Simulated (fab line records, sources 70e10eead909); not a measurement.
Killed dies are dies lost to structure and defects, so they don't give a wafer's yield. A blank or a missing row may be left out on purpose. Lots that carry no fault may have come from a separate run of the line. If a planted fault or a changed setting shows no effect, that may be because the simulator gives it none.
fab line records    flow nand-harc    part 1 of 2: steps 1 to 23 of 35
record lots=5  wafers=15  last-day=23
route steps=1159 shown A_CONTACT@864
lots untouched by any fault: they come from a run of this same line in which no faults occurred
start-h: hours from the record's opening day to when the first of the lot's shown wafers began    wait-h: hours since the lot's step before    " repeats the value in the row above    L1.1+2: several wafers, shown together as one row    - either no value or no given start    * or withheld: withheld    < > ~ a bound
route shown NAME@n: NAME is a module with steps in the file, n the number in the route of the first one    usual: average and standard deviation across the fault-free wafers    same: alike in all rows    chamber/n: place in a boat    sites: each site's reading    _std_site: standard deviation of those values    _edge_site: inner sites' mean taken away from outer sites' mean    radius-mm: how far each site lies from the wafer's centre    mask NAME#n: copy n    behind: the tool/chamber that last shaped the wafer    hold: what put the lot on hold/how long, in hours/how the hold closed    device: the transistor (n, p or np) that didn't switch    end of line: at the end of the route, the tests of the same wafers    step lacking rows: just its recipe    killed: at the first sort, the dies lost to defects and structure; wafer yield is something else    map: the dies of a wafer, with x for killed, . for not killed, _ for no die there
set.NAME: the run value of the setting; set.NAME@STEP: its run value at that earlier step    model.NAME: the simulator's own value behind a step, which no gauge read
lots seen at some steps along the route; tables by step, rows by wafer
services: when a tool's chamber went out of use (start-h, in hours from the record's first day, below 0 if earlier), for how many hours, and the reason
## steps
# step NHARC_A_CONTACT_ETCH_113
# recipe source-w=withheld  pressure-mtorr=20  bias-v=3000  time-s=94  target-depth-a=9220  ar-flow-sccm=withheld  c4f8-flow-sccm=withheld  o2-flow-sccm=withheld  chemistry=C4F8/O2/Ar
lot.wafer  tool             chamber  start-h  wait-h  rf-hours-counter-h
L077.1     har-cap-etch-03  1        394.37   0.1     87
L077.4     "                1        "        "       -
L077.6     "                1        "        "       -
L081.1     har-cap-etch-03  0        412.20   0.1     90
L081.4     "                0        "        "       -
L081.6     "                1        "        "       -
L089.1     har-cap-etch-02  1        453.82   0.1     25
L089.4     "                0        "        "       -
L089.5     "                1        "        "       -
L094.2     har-cap-etch-03  1        470.54   0.1     100
L094.3     "                1        "        "       -
L094.5     "                1        "        "       -
L092.3     har-cap-etch-02  1        491.10   0.1     -
L092.6     "                0        "        "       -
L092.5     "                1        "        "       -
# step NHARC_A_CONTACT_ETCH_114
# recipe source-w=withheld  pressure-mtorr=20  bias-v=3000  time-s=94  target-depth-a=9220  ar-flow-sccm=withheld  c4f8-flow-sccm=withheld  o2-flow-sccm=withheld  chemistry=C4F8/O2/Ar
lot.wafer  tool             chamber  start-h  wait-h  rf-hours-counter-h
L077.1     har-cap-etch-03  1        394.47   0.1     87
L077.4     "                1        "        "       -
L077.6     "                1        "        "       -
L081.1     har-cap-etch-03  0        412.29   0.1     90
L081.4     "                0        "        "       -
L081.6     "                1        "        "       -
L089.1     har-cap-etch-02  1        453.91   0.1     25
L089.4     "                0        "        "       -
L089.5     "                1        "        "       -
L094.2     har-cap-etch-03  1        470.63   0.1     100
L094.3     "                1        "        "       -
L094.5     "                1        "        "       -
L092.3     har-cap-etch-02  1        491.19   0.1     -
L092.6     "                0        "        "       -
L092.5     "                1        "        "       -
# step NHARC_A_CONTACT_ETCH_115
# recipe source-w=withheld  pressure-mtorr=20  bias-v=3000  time-s=94  target-depth-a=9220  ar-flow-sccm=withheld  c4f8-flow-sccm=withheld  o2-flow-sccm=withheld  chemistry=C4F8/O2/Ar
lot.wafer  tool             chamber  start-h  wait-h  rf-hours-counter-h
L077.1     har-cap-etch-03  1        394.56   0.1     87
L077.4     "                1        "        "       -
L077.6     "                1        "        "       -
L081.1     har-cap-etch-03  0        412.38   0.1     90
L081.4     "                0        "        "       -
L081.6     "                1        "        "       -
L089.1     har-cap-etch-02  1        454.00   0.1     26
L089.4     "                0        "        "       -
L089.5     "                1        "        "       -
L094.2     har-cap-etch-03  1        470.73   0.1     100
L094.3     "                1        "        "       -
L094.5     "                1        "        "       -
L092.3     har-cap-etch-02  1        491.29   0.1     -
L092.6     "                0        "        "       -
L092.5     "                1        "        "       -
# step NHARC_A_CONTACT_ETCH_116
# recipe source-w=withheld  pressure-mtorr=20  bias-v=3000  time-s=94  target-depth-a=9220  ar-flow-sccm=withheld  c4f8-flow-sccm=withheld  o2-flow-sccm=withheld  chemistry=C4F8/O2/Ar
lot.wafer  tool             chamber  start-h  wait-h  rf-hours-counter-h
L077.1     har-cap-etch-03  1        394.65   0.1     87
L077.4     "                1        "        "       -
L077.6     "                1        "        "       -
L081.1     har-cap-etch-03  0        412.47   0.1     90
L081.4     "                0        "        "       -
L081.6     "                1        "        "       -
L089.1     har-cap-etch-02  1        454.09   0.1     26
L089.4     "                0        "        "       -
L089.5     "                1        "        "       -
L094.2     har-cap-etch-03  1        470.82   0.1     100
L094.3     "                1        "        "       -
L094.5     "                1        "        "       -
L092.3     har-cap-etch-02  1        491.38   0.1     -
L092.6     "                0        "        "       -
L092.5     "                1        "        "       -
# step NHARC_A_CONTACT_ETCH_117
# recipe source-w=withheld  pressure-mtorr=20  bias-v=3000  time-s=94  target-depth-a=9220  ar-flow-sccm=withheld  c4f8-flow-sccm=withheld  o2-flow-sccm=withheld  chemistry=C4F8/O2/Ar
lot.wafer  tool             chamber  start-h  wait-h  rf-hours-counter-h
L077.1     har-cap-etch-03  1        394.74   0.1     87
L077.4     "                1        "        "       -
L077.6     "                1        "        "       -
L081.1     har-cap-etch-03  0        412.56   0.1     90
L081.4     "                0        "        "       -
L081.6     "                1        "        "       -
L089.1     har-cap-etch-02  1        454.19   0.1     26
L089.4     "                0        "        "       -
L089.5     "                1        "        "       -
L094.2     har-cap-etch-03  1        470.91   0.1     100
L094.3     "                1        "        "       -
L094.5     "                1        "        "       -
L092.3     har-cap-etch-02  1        491.47   0.1     -
L092.6     "                0        "        "       -
L092.5     "                1        "        "       -
# step NHARC_A_CONTACT_ETCH_118
# recipe source-w=withheld  pressure-mtorr=20  bias-v=3000  time-s=94  target-depth-a=9220  ar-flow-sccm=withheld  c4f8-flow-sccm=withheld  o2-flow-sccm=withheld  chemistry=C4F8/O2/Ar
lot.wafer  tool             chamber  start-h  wait-h  rf-hours-counter-h
L077.1     har-cap-etch-03  1        394.83   0.1     87
L077.4     "                1        "        "       -
L077.6     "                1        "        "       -
L081.1     har-cap-etch-03  0        412.66   0.1     91
L081.4     "                0        "        "       -
L081.6     "                1        "        "       -
L089.1     har-cap-etch-02  1        454.31   0.1     26
L089.4     "                0        "        "       -
L089.5     "                1        "        "       -
L094.2     har-cap-etch-03  1        471.00   0.1     100
L094.3     "                1        "        "       -
L094.5     "                1        "        "       -
L092.3     har-cap-etch-02  1        491.56   0.1     -
L092.6     "                0        "        "       -
L092.5     "                1        "        "       -
# step NHARC_A_CONTACT_ETCH_119
# recipe source-w=withheld  pressure-mtorr=20  bias-v=3000  time-s=94  target-depth-a=9220  ar-flow-sccm=withheld  c4f8-flow-sccm=withheld  o2-flow-sccm=withheld  chemistry=C4F8/O2/Ar
lot.wafer  tool             chamber  start-h  wait-h  rf-hours-counter-h
L077.1     har-cap-etch-03  1        394.92   0.1     87
L077.4     "                1        "        "       -
L077.6     "                1        "        "       -
L081.1     har-cap-etch-03  0        412.75   0.1     91
L081.4     "                0        "        "       -
L081.6     "                1        "        "       -
L089.1     har-cap-etch-02  1        454.44   0.1     26
L089.4     "                0        "        "       -
L089.5     "                1        "        "       -
L094.2     har-cap-etch-03  1        471.09   0.1     100
L094.3     "                1        "        "       -
L094.5     "                1        "        "       -
L092.3     har-cap-etch-02  1        491.65   0.1     -
L092.6     "                0        "        "       -
L092.5     "                1        "        "       -
# step NHARC_A_CONTACT_ETCH_120
# recipe source-w=withheld  pressure-mtorr=20  bias-v=3000  time-s=94  target-depth-a=9220  ar-flow-sccm=withheld  c4f8-flow-sccm=withheld  o2-flow-sccm=withheld  chemistry=C4F8/O2/Ar
lot.wafer  tool             chamber  start-h  wait-h  rf-hours-counter-h
L077.1     har-cap-etch-03  1        395.01   0.1     88
L077.4     "                1        "        "       -
L077.6     "                1        "        "       -
L081.1     har-cap-etch-03  0        412.83   0.1     91
L081.4     "                0        "        "       -
L081.6     "                1        "        "       -
L089.1     har-cap-etch-02  1        454.56   0.1     26
L089.4     "                0        "        "       -
L089.5     "                1        "        "       -
L094.2     har-cap-etch-03  1        471.18   0.1     100
L094.3     "                1        "        "       -
L094.5     "                1        "        "       -
L092.3     har-cap-etch-02  1        491.74   0.1     -
L092.6     "                0        "        "       -
L092.5     "                1        "        "       -
# step NHARC_A_CONTACT_ETCH_121
# recipe source-w=withheld  pressure-mtorr=20  bias-v=3000  time-s=94  target-depth-a=9220  ar-flow-sccm=withheld  c4f8-flow-sccm=withheld  o2-flow-sccm=withheld  chemistry=C4F8/O2/Ar
lot.wafer  tool             chamber  start-h  wait-h  rf-hours-counter-h
L077.1     har-cap-etch-03  1        395.10   0.1     88
L077.4     "                1        "        "       -
L077.6     "                1        "        "       -
L081.1     har-cap-etch-03  0        412.92   0.1     91
L081.4     "                0        "        "       -
L081.6     "                1        "        "       -
L089.1     har-cap-etch-02  1        454.68   0.1     26
L089.4     "                0        "        "       -
L089.5     "                1        "        "       -
L094.2     har-cap-etch-03  1        471.27   0.1     100
L094.3     "                1        "        "       -
L094.5     "                1        "        "       -
L092.3     har-cap-etch-02  1        491.83   0.1     -
L092.6     "                0        "        "       -
L092.5     "                1        "        "       -
# step NHARC_A_CONTACT_ETCH_122
# recipe source-w=withheld  pressure-mtorr=20  bias-v=3000  time-s=95  target-depth-a=9300  ar-flow-sccm=withheld  c4f8-flow-sccm=withheld  o2-flow-sccm=withheld  chemistry=C4F8/O2/Ar
lot.wafer  tool             chamber  start-h  wait-h  rf-hours-counter-h
L077.1     har-cap-etch-03  1        395.19   0.1     88
L077.4     "                1        "        "       -
L077.6     "                1        "        "       -
L081.1     har-cap-etch-03  0        413.01   0.1     91
L081.4     "                0        "        "       -
L081.6     "                1        "        "       -
L089.1     har-cap-etch-02  1        454.80   0.1     26
L089.4     "                0        "        "       -
L089.5     "                1        "        "       -
L094.2     har-cap-etch-03  1        471.36   0.1     100
L094.3     "                1        "        "       -
L094.5     "                1        "        "       -
L092.3     har-cap-etch-02  1        491.92   0.1     -
L092.6     "                0        "        "       -
L092.5     "                1        "        "       -
# step NHARC_A_CONTACT_ETCH_123
# recipe source-w=withheld  pressure-mtorr=20  bias-v=400  time-s=253  target-depth-a=10900  ar-flow-sccm=withheld  c4f8-flow-sccm=11.5  o2-flow-sccm=7.2  chemistry=C4F8/O2/Ar
lot.wafer  tool             chamber  start-h  wait-h  rf-hours-counter-h
L077.1     har-cap-etch-03  1        395.32   0.1     88
L077.4     "                1        "        "       -
L077.6     "                1        "        "       -
L081.1     har-cap-etch-03  0        413.11   0.1     91
L081.4     "                0        "        "       -
L081.6     "                1        "        "       -
L089.1     har-cap-etch-02  1        454.97   0.2     26
L089.4     "                0        "        "       -
L089.5     "                1        "        "       -
L094.2     har-cap-etch-03  1        471.49   0.1     100
L094.3     "                1        "        "       -
L094.5     "                1        "        "       -
L092.3     har-cap-etch-02  1        492.13   0.2     -
L092.6     "                0        "        "       -
L092.5     "                1        "        "       -
# step NHARC_A_CONTACT_ETCH_90
# recipe target-depth-a=400  over-etch-frac=0.5  time-s=85.7  ion-energy-ev=120  ch3f-flow-sccm=50  o2-flow-sccm=30  ar-flow-sccm=200  rf-w=500  bias-w=100  chemistry=CH3F/O2
# usual drypump-motor-current-A=5.56/0.29  oes-product-au=0.97/0.038  rf-vpp-V=244.1/1.9  showerhead-plenum-p-Torr=2.43/0.12  throttle-valve-pct=20.663/0.0086
lot.wafer  tool         chamber  start-h  wait-h  drypump-motor-current-A  oes-product-au  rf-hours-counter-h  rf-vpp-V  showerhead-plenum-p-Torr  throttle-valve-pct
L077.1     rie-diel-11  0        395.87   0.5     5.61                     1.01            5                   241.4     2.28                      20.664
L077.6     "            0        "        "       5.61                     1.02            -                   241.9     2.28                      20.660
L077.4     "            2        "        "       5.20                     1.00            -                   244.5     2.42                      20.654
L081.4     rie-diel-05  2        413.71   0.4     5.74                     1.02            21                  246.6     2.57                      20.657
L081.1     "            1        "        "       5.44                     1.00            21                  243.4     2.41                      20.667
L081.6     "            2        "        "       5.74                     1.01            -                   246.2     2.57                      20.676
L089.1     rie-diel-06  1        455.65   0.6     6.09                     0.92            13                  245.1     2.44                      20.659
L089.5     "            0        "        "       5.41                     0.93            -                   247.3     2.66                      20.668
L089.4     "            1        "        "       6.09                     0.91            -                   245.6     2.44                      20.678
L094.2     rie-diel-11  1        472.10   0.6     5.79                     0.99            18                  243.8     2.39                      20.654
L094.3     "            3        "        "       5.14                     0.99            20                  242.2     2.32                      20.661
L094.5     "            2        "        "       5.20                     1.00            -                   243.7     2.41                      20.669
L092.3     rie-diel-06  1        492.58   0.4     6.10                     0.98            28                  243.8     2.43                      20.665
L092.5     "            0        "        "       5.38                     1.01            -                   247.4     2.65                      20.659
L092.6     "            1        "        "       6.09                     0.98            -                   244.4     2.43                      20.658
# step NHARC_A_CONTACT_ETCH_96
# recipe target-depth-a=200  over-etch-frac=0.5  time-s=10  ion-energy-ev=250  c4f6-flow-sccm=25  o2-flow-sccm=20  ar-flow-sccm=500  rf-w=600  bias-w=500  chemistry=C4F6/O2
# usual drypump-motor-current-A=5.57/0.29  oes-product-au=0.979/0.028  rf-vpp-V=546/3.9  showerhead-plenum-p-Torr=3.90/0.19  throttle-valve-pct=26.902/0.0088
lot.wafer  tool         chamber  start-h  wait-h  drypump-motor-current-A  oes-product-au  rf-hours-counter-h  rf-vpp-V  showerhead-plenum-p-Torr  throttle-valve-pct
L077.1     rie-diel-11  2        396.08   0.2     5.20                     1.003           5                   547       3.86                      26.903
L077.6     "            2        "        "       5.18                     0.998           -                   547       3.86                      26.908
L077.4     "            0        "        "       5.62                     1.017           -                   541       3.65                      26.891
L081.1     rie-diel-05  3        -        -       5.41                     1.026           22                  552       4.18                      26.911
L081.4     "            1        "        "       5.44                     1.003           21                  545       3.85                      26.904
L081.6     "            2        "        "       5.73                     1.020           -                   550       4.09                      26.908
L089.1     rie-diel-06  1        455.77   0.1     6.10                     0.932           13                  547       3.89                      26.906
L089.5     "            2        "        "       6.06                     0.941           -                   544       3.74                      26.901
L089.4     "            0        "        "       5.42                     0.951           -                   552       4.22                      26.909
L094.3     rie-diel-11  3        472.27   0.1     5.14                     1.007           20                  542       3.72                      26.896
L094.2     "            1        "        "       5.81                     0.987           18                  545       3.81                      26.905
L094.5     "            1        "        "       5.78                     0.994           -                   546       3.81                      26.911
L092.3     rie-diel-06  1        -        -       6.09                     0.978           29                  545       3.88                      26.912
L092.6     "            0        "        "       5.41                     0.998           -                   551       4.21                      26.893
L092.5     "            1        "        "       6.09                     0.985           -                   546       3.88                      26.910
# step NHARC_A_CONTACT_CD_MEAS_53
# usual cd-nm=189.6/0.91
lot.wafer  tool       chamber  start-h  wait-h  cd-nm
L077.1     cd-sem-01  -        396.17   -       189.4
L077.4     "          -        "        "       188.9
L077.6     "          -        "        "       189.5
L081.1     cd-sem-03  -        413.93   -       188.5
L081.4     "          -        "        "       188.2
L081.6     "          -        "        "       189.2
L089.1     cd-sem-01  -        455.86   -       190.6
L089.4     "          -        "        "       190.4
L089.5     "          -        "        "       190.3
L094.2     cd-sem-02  -        472.36   -       189.6
L094.3     "          -        "        "       188.7
L094.5     "          -        "        "       189.2
L092.3     cd-sem-02  -        493.26   -       189.7
L092.5     "          -        "        "       190.1
L092.6     "          -        "        "       188.9
# step NHARC_A_CONTACT_STRIP_99
# recipe n2-flow-sccm=150  h2-flow-sccm=150  ar-flow-sccm=0  bias-w=0  chemistry=N2/H2
lot.wafer   tool         chamber  start-h  wait-h
L077.1+6+4  rie-diel-11  2,2,3    396.26   0.1
L081.4+1+6  rie-diel-11  2,0,3    414.01   0.1
L089.4+1+5  rie-diel-11  3,1,3    455.94   0.1
L094.2+3+5  rie-diel-11  1,2,3    472.43   0.1
L092.3+5+6  rie-diel-11  1,3,0    493.35   0.1
# step NHARC_A_CONTACT_STRIP_100
# recipe cf4-flow-sccm=100  chf3-flow-sccm=30  ar-flow-sccm=0  bias-w=0  chemistry=CF4/CHF3
lot.wafer   tool         chamber  start-h  wait-h
L077.1+4+6  rie-diel-11  0,0,2    396.36   0.1
L081.4+1+6  rie-diel-11  3,0,0    414.10   0.1
L089.4+1+5  rie-diel-11  3,0,1    456.03   0.1
L094.2+3+5  rie-diel-11  3,2,3    472.60   0.2
L092.3+6+5  rie-diel-11  2,3,0    493.43   0.1
# step NHARC_A_CONTACT_STRIP_101
# recipe o2-flow-sccm=400  cos-flow-sccm=20  ar-flow-sccm=0  bias-w=0  chemistry=O2/COS
lot.wafer   tool         chamber  start-h  wait-h
L077.1+6+4  rie-diel-11  2,3,0    396.43   0.1
L081.4+1+6  rie-diel-11  1,3,1    414.17   0.1
L089.4+1+5  rie-diel-11  2,0,2    456.09   0.1
L094.2+3+5  rie-diel-11  1,2,3    472.68   0.1
L092.3+5+6  rie-diel-11  1,0,1    493.49   0.1
# step NHARC_A_CONTACT_ETCH_102
# recipe target-depth-a=700  overetch-a=70  time-s=38.5  ion-energy-ev=100  cf4-flow-sccm=80  o2-flow-sccm=20  ar-flow-sccm=0  rf-w=300  bias-w=100  chemistry=CF4/O2
# usual drypump-motor-current-A=5.54/0.28  oes-product-au=1.001/0.012  rf-vpp-V=197.5/1.6  showerhead-plenum-p-Torr=1.32/0.064  throttle-valve-pct=13.397/0.0078
lot.wafer  tool         chamber  start-h  wait-h  drypump-motor-current-A  oes-product-au  rf-hours-counter-h  rf-vpp-V  showerhead-plenum-p-Torr  throttle-valve-pct
L077.1     rie-diel-11  3        396.49   0.1     5.12                     0.998           5                   196.6     1.26                      13.391
L077.4     "            3        "        "       5.13                     1.009           -                   197.0     1.26                      13.406
L077.6     "            2        "        "       5.21                     0.998           -                   197.5     1.31                      13.383
L081.4     rie-diel-11  1        414.22   0.1     5.75                     1.002           7                   196.8     1.30                      13.404
L081.1     "            2        "        "       5.17                     1.003           8                   196.0     1.31                      13.406
L081.6     "            1        "        "       5.75                     1.006           -                   196.8     1.30                      13.405
L089.4     rie-diel-11  2        456.16   0.1     5.19                     1.011           16                  197.9     1.31                      13.391
L089.1     "            3        "        "       5.14                     1.010           16                  196.4     1.26                      13.391
L089.5     "            1        "        "       5.77                     0.993           -                   197.3     1.30                      13.385
L094.2     rie-diel-11  1        472.75   0.1     5.78                     0.987           18                  199.1     1.30                      13.396
L094.3     "            2        "        "       5.21                     1.019           20                  197.4     1.31                      13.400
L094.5     "            3        "        "       5.11                     1.006           -                   198.0     1.26                      13.396
L092.3     rie-diel-11  0        493.56   0.1     5.63                     1.006           22                  194.8     1.23                      13.409
L092.5     "            1        "        "       5.77                     0.987           -                   196.7     1.29                      13.386
L092.6     "            2        "        "       5.17                     1.009           -                   196.3     1.31                      13.389
# step NHARC_A_CONTACT_STRIP_55
# recipe o2-flow-sccm=500  ar-flow-sccm=0  bias-w=0  chemistry=O2
# usual drypump-motor-current-A=5.53/0.3  oes-product-au=1.002/0.012  rf-vpp-V=57.6/0.93  showerhead-plenum-p-Torr=3.48/0.16  throttle-valve-pct=17.036/0.0086
lot.wafer  tool         chamber  start-h  wait-h  drypump-motor-current-A  oes-product-au  rf-hours-counter-h  rf-vpp-V  showerhead-plenum-p-Torr  throttle-valve-pct
L077.1     rie-diel-11  3        -        -       5.12                     0.998           5                   57.6      3.35                      17.028
L077.6     "            3        "        "       5.12                     0.996           -                   56.8      3.35                      17.027
L077.4     "            0        "        "       5.64                     1.012           -                   57.0      3.28                      17.037
L081.4     rie-diel-11  3        -        -       5.14                     1.016           9                   55.6      3.35                      17.042
L081.1     "            1        "        "       5.79                     1.010           7                   59.1      3.43                      17.030
L081.6     "            3        "        "       5.14                     1.010           -                   57.4      3.35                      17.034
L089.4     rie-diel-11  0        -        -       5.60                     0.997           17                  56.8      3.27                      17.028
L089.1     "            1        "        "       5.77                     0.989           15                  58.2      3.43                      17.066
L089.5     "            2        "        "       5.20                     1.004           -                   58.6      3.46                      17.039
L094.2     rie-diel-11  2        -        -       5.22                     1.009           20                  57.1      3.46                      17.026
L094.3     "            1        "        "       5.79                     1.002           18                  57.1      3.43                      17.037
L094.5     "            3        "        "       5.13                     1.006           -                   56.5      3.34                      17.038
L092.3     rie-diel-11  2        -        -       5.20                     1.002           22                  56.6      3.46                      17.036
L092.5     "            1        "        "       5.78                     0.995           -                   57.0      3.43                      17.022
L092.6     "            2        "        "       5.20                     1.006           -                   58.2      3.46                      17.024
# step NHARC_A_CONTACT_STRIP_56
# recipe time-s=600  temp-c=30  chemistry=post-etch-residue-remover
lot.wafer   tool          chamber  start-h  wait-h
L077.6+1+4  wet-bench-07  7,0,3    396.94   -
L081.1+4+6  wet-bench-04  2,3,5    414.62   -
L089.4+1+5  wet-bench-04  1,4,5    456.54   -
L094.3+5+2  wet-bench-01  3,6,0    473.18   -
L092.5+6+3  wet-bench-04  2,3,5    493.95   -
# step NHARC_A_CONTACT_DEP_57
# recipe target-thk-a=28000  temp-c=400  material=aC
# usual throttle-valve-pct=35.001/0.0092
lot.wafer  tool        chamber  start-h  wait-h  throttle-valve-pct
L077.1     acl-dep-02  0        398.79   -       35.003
L077.4     "           0        "        "       34.997
L077.6     "           0        "        "       34.998
L081.1     acl-dep-02  0        417.96   -       35.000
L081.4     "           0        "        "       35.005
L081.6     "           0        "        "       34.985
L089.1     acl-dep-03  0        457.22   -       35.001
L089.4     "           0        "        "       34.996
L089.5     "           0        "        "       34.996
L094.2     acl-dep-03  0        475.22   -       35.004
L094.3     "           0        "        "       34.998
L094.5     "           0        "        "       35.007
L092.3     acl-dep-03  0        494.78   -       34.990
L092.5     "           0        "        "       35.002
L092.6     "           0        "        "       35.002
# step NHARC_A_CONTACT_DEP_58
# recipe target-thk-a=600  target-thk-nm=60  temp-c=400  pressure-torr=3.5  flow-sccm=200  rf-w=350  material=SiON
# usual heater-power-w=726/91
lot.wafer  tool      chamber  start-h  wait-h  heater-power-w
L077.1     pecvd-02  1        400.56   1.5     551
L077.6     "         0        "        "       615
L077.4     "         1        "        "       573
L081.1     pecvd-02  1        419.70   1.5     581
L081.4     "         1        "        "       589
L081.6     "         2        "        "       704
L089.1     pecvd-02  0        458.95   1.4     675
L089.4     "         0        "        "       676
L089.5     "         1        "        "       628
L094.3     pecvd-01  0        476.69   0.9     718
L094.2     "         1        "        "       713
L094.5     "         0        "        "       697
L092.3     pecvd-04  2        495.97   0.9     822
L092.6     "         1        "        "       857
L092.5     "         2        "        "       853
# step NHARC_A_CONTACT_DEHYDRATE_59
# recipe temp-c=150  time-s=120
# usual plate-temp-C=150.00/0.14
lot.wafer  tool            chamber  start-h  wait-h  plate-temp-C
L077.1     litho-track-04  0        400.80   0.2     150.25
L077.4     "               0        "        "       150.13
L077.6     "               0        "        "       150.10
L081.1     litho-track-06  0        419.97   0.2     149.75
L081.4     "               0        "        "       149.99
L081.6     "               0        "        "       149.90
L089.1     litho-track-01  0        459.22   0.2     150.17
L089.4     "               0        "        "       149.96
L089.5     "               0        "        "       150.18
L094.2     litho-track-01  0        476.93   0.2     149.79
L094.3     "               0        "        "       150.00
L094.5     "               0        "        "       149.91
L092.3     litho-track-06  0        496.22   0.2     149.99
L092.5     "               0        "        "       149.74
L092.6     "               0        "        "       150.06
